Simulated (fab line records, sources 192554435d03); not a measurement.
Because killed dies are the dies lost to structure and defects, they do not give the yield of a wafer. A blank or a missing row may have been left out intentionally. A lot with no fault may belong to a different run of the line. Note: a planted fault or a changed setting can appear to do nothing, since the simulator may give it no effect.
fab line records | flow n5Finfet
[record] lots = 7 wafers = 18 lastDay = 18
route steps=1938 shown BEOL_M9@1452 PASSIVATION@1936
lots with no fault: from the same line, run without faults
startH: hours from the record's opening day to when the first of the lot's shown wafers began | waitH: hours from the lot's prior step to this one | " as in the row above | L1.1+2: a row that stands for several wafers | - value missing, or start not given | * or withheld: withheld | < > ~ a bound
route shown NAME@n: names a module that has steps shown in the file, with the first one's number in the route | usual: mean/standard deviation of fault-free wafers | same: alike in all rows | chamber/n: place in a boat | sites: per-site readings | _std_site: their standard deviation | _edge_site: mean of outer sites minus mean of inner sites | radiusMm: for every site, how far away it sits from the centre of the wafer | mask NAME#n: copy n | behind: the last tool/chamber to shape the wafer | hold: the reason the lot was held/the length of the hold in hours/how it ended | device: names the non-switching transistor (n, p or np) | end of line: the route-end tests of the same wafers | a step without rows: its recipe alone | killed: count of dies lost to structure and defects at first sort (not the wafer's yield) | map: a wafer's dies, marking killed ones x, the rest . and places with no die _
set.NAME: the run value of the setting; set.NAME@STEP: its run value at that earlier step | model.NAME: the simulator's own value behind a step, which no gauge read
a table for each step, a row for each wafer; lots at some steps of the route
services: from which hour (startH, from the record's first day; less than 0 if before it) a tool's chamber was out of use, for how many hours, and why
[[steps]]
[step N5_BEOL_M9_PRECLEAN_42]
[recipe] chemistry = residueRemover timeS = 60 tempC = 40
[step N5_BEOL_M9_SRD_43]
[recipe] timeS = 30 tempC = 23 rinseLiquid = diw dry = ipaMarangoni
[step N5_BEOL_M9_CD_MEAS_35]
[recipe] targetCdNm = 70 targetCdYNm = 40 polarity = opening
[usual] cdNm = 70.1/0.65
// columns lot.wafer tool chamber startH waitH cdNm
L312.3 cdSem-01 - 228.32 0.0 68.8
L312.5 " - " " 69.1
L312.6 " - " " 70.3
L316.1 cdSem-01 - 250.31 0.0 69.5
L316.3 " - " " 69.7
L316.4 " - " " 70.9
L318.1 cdSem-02 - 274.44 0.0 69.6
L318.3 " - " " 70.6
L318.6 " - " " 69.7
L321.1 cdSem-03 - 289.88 0.0 69.7
L321.5 " - " " 71.0
L321.6 " - " " 69.6
L332.3 cdSem-03 - 349.97 0.0 69.9
L332.5 " - " " 70.9
L333.2 cdSem-01 - 351.56 0.0 69.6
L333.4 " - " " 70.1
L327.2 cdSem-02 - 365.05 0.0 71.2
L327.4 " - " " 70.2
[step N5_BEOL_M9_CURE_72]
[recipe] tempC = 370 timeS = 120 ambient = DMADMS/He material = SiCOH_lowk
[step N5_BEOL_M9_DEGAS_44]
[recipe] ambient = vacuum tempC = 250 timeS = 60
[usual] heaterPowerW = 326/36
// columns lot.wafer tool chamber startH waitH heaterPowerW
L312.3 pvdSputter-02 - 228.97 0.5 409
L312.5 " - " " 316
L312.6 " - " " 301
L316.1 pvdSputter-03 - 250.72 0.3 279
L316.3 " - " " 331
L316.4 " - " " 301
L318.1 pvdSputter-03 - 274.82 0.3 301
L318.3 " - " " 325
L318.6 " - " " 329
L321.1 pvdSputter-01 - 290.62 0.7 317
L321.5 " - " " 378
L321.6 " - " " 310
L332.3 pvdSputter-02 - 350.53 0.2 304
L332.5 " - " " 408
L333.2 pvdSputter-02 - 352.01 0.3 300
L333.4 " - " " 299
L327.2 pvdSputter-01 - 365.68 0.5 314
L327.4 " - " " 315
[step N5_BEOL_M9_PRE_CLEAN_45]
[recipe] gas = H2/He timeS = 30 tempC = 250
[usual] heaterPowerW = 326/37
// columns lot.wafer tool chamber startH waitH heaterPowerW
L312.3 pvdSputter-02 - 229.01 0.0 421
L312.5 " - " " 318
L312.6 " - " " 308
L316.1 pvdSputter-03 - 250.76 0.0 273
L316.3 " - " " 336
L316.4 " - " " 306
L318.1 pvdSputter-03 - 274.86 0.0 302
L318.3 " - " " 335
L318.6 " - " " 328
L321.1 pvdSputter-01 - 290.66 0.0 326
L321.5 " - " " 374
L321.6 " - " " 313
L332.3 pvdSputter-02 - 350.57 0.0 299
L332.5 " - " " 395
L333.2 pvdSputter-02 - 352.05 0.0 304
L333.4 " - " " 302
L327.2 pvdSputter-01 - 365.72 0.0 322
L327.4 " - " " 310
[step N5_BEOL_M9_ALD_74]
[recipe] material = TaN targetThkA = 20 tempC = 275 aldPrecursorFamily = PDMAT aldCoReactant = NH3 pressureTorr = 3 carrierFlowSccm = 1500 pulseTimeS = 2 purgeTimeS = 3 coReactantPurgeTimeS = 2 coReactantPulseTimeS = 3 aldCycles = 40 precursorVesselTempC = 75 precursorVesselPressureTorr = 26.25 precursorVesselCarrierSccm = 1000
[usual] heaterPowerW = 455/55 precursorVesselCarrierSccm = 999.9/2.9
// columns lot.wafer tool chamber startH waitH heaterPowerW precursorVesselCarrierSccm
L312.3 aldMetal-02 1 229.07 0.0 525 997.2
L312.5 " 1 " " 524 1003.9
L312.6 " 0 " " 379 995.9
L316.1 aldMetal-02 0 250.85 0.1 378 1000.9
L316.3 " 1 " " 524 1000.8
L316.4 " 2 " " 496 1000.7
L318.1 aldMetal-02 0 274.94 0.1 374 1001.4
L318.3 " 2 " " 491 1001.4
L318.6 " 3 " " 505 998.5
L321.1 aldMetal-04 1 290.72 0.0 511 1000.2
L321.5 " 2 " " 419 1005.3
L321.6 " 1 " " 510 998.5
L332.3 aldMetal-04 2 350.71 0.1 414 997.1
L332.5 " 2 " " 419 1003.3
L333.2 aldMetal-02 1 352.11 0.0 514 994.4
L333.4 " 1 " " 525 1000.0
L327.2 aldMetal-02 0 365.82 0.1 377 999.8
L327.4 " 1 " " 527 998.8
[step N5_BEOL_M9_SURFACE_TREAT_79]
[recipe] gas = Ar timeS = * ionEnergyEv = * ionCurrentMaCm2 = 0.5 pressureMtorr = * arFlowSccm = 30
[usual] throttleValvePct = *
// columns lot.wafer tool chamber startH waitH throttleValvePct
L312.3 pvdSputter-02 - 229.49 0.3 *
L312.5 " - " " *
L312.6 " - " " *
L316.1 pvdSputter-02 - 252.74 1.8 *
L316.3 " - " " *
L316.4 " - " " *
L318.1 pvdSputter-03 - 275.28 0.2 *
L318.3 " - " " *
L318.6 " - " " *
L321.1 pvdSputter-03 - 291.01 0.2 *
L321.5 " - " " *
L321.6 " - " " *
L332.3 pvdSputter-02 - 351.11 0.3 *
L332.5 " - " " *
L333.2 pvdSputter-03 - 352.51 0.3 *
L333.4 " - " " *
L327.2 pvdSputter-03 - 367.42 1.5 *
L327.4 " - " " *
[step N5_BEOL_M9_CVD_78]
[recipe] material = Co targetThkA = 20 tempC = withheld precursor = CCTBA/H2 pressureTorr = 30 timeS = 138.9
[step N5_BEOL_M9_SPUTTER_48]
[recipe] material = Cu targetThkA = 120 tempC = -20 biasV = 60 powerW = 26000 chamberPressurePa = 0.13 timeS = 2
[step N5_BEOL_M9_ECD_50]
[recipe] material = Cu targetThkA = 3180
[step N5_BEOL_M9_ANNEAL_51]
[recipe] tempC = 225 timeS = 90 ambient = N2
[usual] annealTempC = 225.02/0.17 wafer_temp_C_max = 226.0/0.33
// columns lot.wafer tool chamber startH waitH annealTempC wafer_temp_C_max
L312.3 rtpAnneal-01 0 230.44 0.4 225.22 226.5
L312.5 " 0 " " 225.12 226.5
L312.6 " 0 " " 225.10 226.0
L316.1 rtpAnneal-02 0 253.20 0.1 225.01 226.0
L316.3 " 0 " " 225.08 225.8
L316.4 " 0 " " 225.04 225.6
L318.1 rtpAnneal-01 0 275.75 0.1 225.04 226.1
L318.3 " 0 " " 224.73 226.0
L318.6 " 0 " " 224.95 226.0
L321.1 rtpAnneal-02 0 291.52 0.1 224.95 226.2
L321.5 " 0 " " 225.05 226.1
L321.6 " 0 " " 224.95 225.9
L332.3 rtpAnneal-01 0 351.69 0.1 224.98 226.3
L332.5 " 0 " " 224.99 226.2
L333.2 rtpAnneal-01 0 353.02 0.2 225.03 225.8
L333.4 " 0 " " 224.86 226.3
L327.2 rtpAnneal-02 0 368.30 0.3 224.84 225.6
L327.4 " 0 " " 224.99 226.3
[step N5_BEOL_M9_CMP_52]
[recipe] stopOn = SiCOH_lowk tOverpolishS = 7 downForcePsi = 1 platenRpm = 50 clearingPlatenDownForcePsi = 1.5 clearingPlatenRpm = 50 postCmpClean = cuAlkaline targetThkNm = 140 clearingPlatenPadVelocityMS = 0.99484 padVelocityMS = 0.99484
[usual] barrierFieldEndpointS = 29.1/0.82 motorCurrentA = 6.1/0.52 overpolishRunS = 7.000/0.0087 timeToEndpointS = 66/3.3
[same] tOverpolishS = 7
// columns lot.wafer tool chamber startH waitH barrierFieldEndpointS motorCurrentA overpolishRunS timeToEndpointS
L312.3 cmp-03 2 230.69 0.2 29.9 6.1 7.007 70
L312.5 " 1 " " 30.9 6.3 6.985 68
L312.6 " 2 " " 30.9 5.9 7.003 68
L316.1 cmp-03 0 253.54 0.3 28.5 5.7 6.997 65
L316.4 " 1 " " 29.0 6.2 7.012 63
L316.3 " 2 " " 30.0 6.1 6.999 68
L318.1 cmp-02 0 276.13 0.3 29.0 5.8 6.997 64
L318.3 " 1 " " 29.2 7.3 7.004 68
L318.6 " 3 " " 28.9 6.1 7.005 65
L321.1 cmp-03 2 291.89 0.3 29.8 6.0 7.018 72
L321.5 " 0 " " 29.0 5.8 6.991 69
L321.6 " 1 " " 28.8 6.3 6.997 67
L332.3 cmp-03 0 351.90 0.2 28.6 5.5 7.006 66
L332.5 " 0 " " 16.3 5.5 6.992 36
L333.4 cmp-03 0 353.28 0.1 16.1 5.5 7.007 35
L333.2 " 2 " " 28.6 6.1 7.000 66
L327.2 cmp-03 3 368.69 0.3 29.5 5.8 6.993 66
L327.4 " 1 " " 16.3 6.3 7.015 36
[step N5_PASSIVATION_PROBE_49]
[usual] defectLimitedYield = 91.0/1.5 killed_at_M0_to_M3 = 35/11 killed_at_M4_up = 13/6 killedAtContacts = 14/6.5 killedAtFrontEnd = 40/12 killedAtOther = 4/3.4 killedDies = 106/18 killedOpen = 68/14 killedShort = 35/7.7 sort_bin_5_function = 5.2/0.98 sort_bin_6_memory = 3.4/0.72 sortNPass = 1074/18 sortYieldPct = 91.0/1.5
[same] grossDies = 1180 killedAtBackSide = 0 sort_bin_4_leakage[%] = 0 sort_bin_8_speed[%] = 0
// columns lot.wafer tool chamber startH waitH defectLimitedYield[%] killed_at_M0_to_M3 killed_at_M4_up killedAtContacts killedAtFrontEnd killedAtOther killedDies killedOpen killedShort sort_bin_5_function[%] sort_bin_6_memory[%] sortNPass sortYieldPct[%]
L318.1 prober-01 - 335.55 0.0 91.9 30 4 7 50 5 96 55 38 4.9 2.6 1084 91.9
L318.3 prober-01 - 335.65 0.1 88.2 31 18 12 66 12 139 88 48 6.7 4.5 1041 88.2
L318.6 prober-01 - 335.80 0.3 87.2 28 15 24 74 10 151 107 43 7.2 5.2 1029 87.2
// killed by level:class
L318.1 BEOL_M1:geometricParticle:open=10 STI_FIN_REVEAL:geometricParticle:open=8 FIN_SAQP:geometricParticle:short=6 BEOL_M0_SAQP:geometricParticle:short=6 MOL_CONTACT_COAG:geometricParticle:open=5 FIN_SAQP:geometricParticle:open=4 BEOL_M0_SAQP:geometricParticle:open=4 BEOL_M1:geometricParticle:short=4
L318.3 FIN_SAQP:geometricParticle:open=16 STI_FIN_REVEAL:geometricParticle:open=14 MOL_CONTACT_COAG:geometricParticle:open=11 FIN_SAQP:geometricParticle:short=9 BEOL_M0_SAQP:geometricParticle:open=8 BEOL_M4:geometricParticle:open=8 BEOL_M0_SAQP:geometricParticle:short=6 MIM_TOP_ETCH:geometricParticle:short=5
L318.6 FIN_SAQP:geometricParticle:open=20 MOL_CONTACT_COAG:geometricParticle:open=19 FIN_SAQP:geometricParticle:short=18 STI_FIN_REVEAL:geometricParticle:open=11 GATE_CUT:geometricParticle:open=8 BEOL_M1:geometricParticle:open=7 BEOL_M0_SAQP:geometricParticle:short=6 DUMMY_GATE:geometricParticle:open=5
[[services]]
// columns tool chamber startH hours kind
pvdSputter-02 - 205.02 2.0 repair
cmp-02 - 231.34 4.0 pm
cmp-02 - 235.34 - consumableReplace:conditioner
cmp-02 - 235.34 - consumableReplace:pad
pvdSputter-01 - 246.25 3.0 repair
cmp-03 - 276.92 1.5 repair
aldMetal-02 1 288.42 30.4 repair
cmp-02 - 312.55 0.3 repair
pvdSputter-01 - 335.05 1.8 repair
aldMetal-02 0 351.13 3.6 repair
pvdSputter-01 - 354.34 9.6 repair
pvdSputter-01 - 366.21 1.5 repair
cmp-03 - 366.55 0.5 repair
[[key]]
[firstSign] step = N5_BEOL_M9_CMP_52 reading = barrierFieldEndpointS direction = down sigmas = 16 usual = 29.1 struck = 16.3
[effect] step = N5_BEOL_M9_CMP_52 reading = timeToEndpointS direction = down sigmas = 9.2 usual = * struck = *
metAt N5_BEOL_M9_CMP_52
struckWafers L327.4,L332.5,L333.4
onsetBetween 291.89 351.90
[fault] kind = processParameterDrift tool = cmp-03 chamber = - onsetH = 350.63 steps = N5_BEOL_M9_CMP_52 channel = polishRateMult offset = 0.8 shape = step endH = 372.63 scope = struckWafersOnly
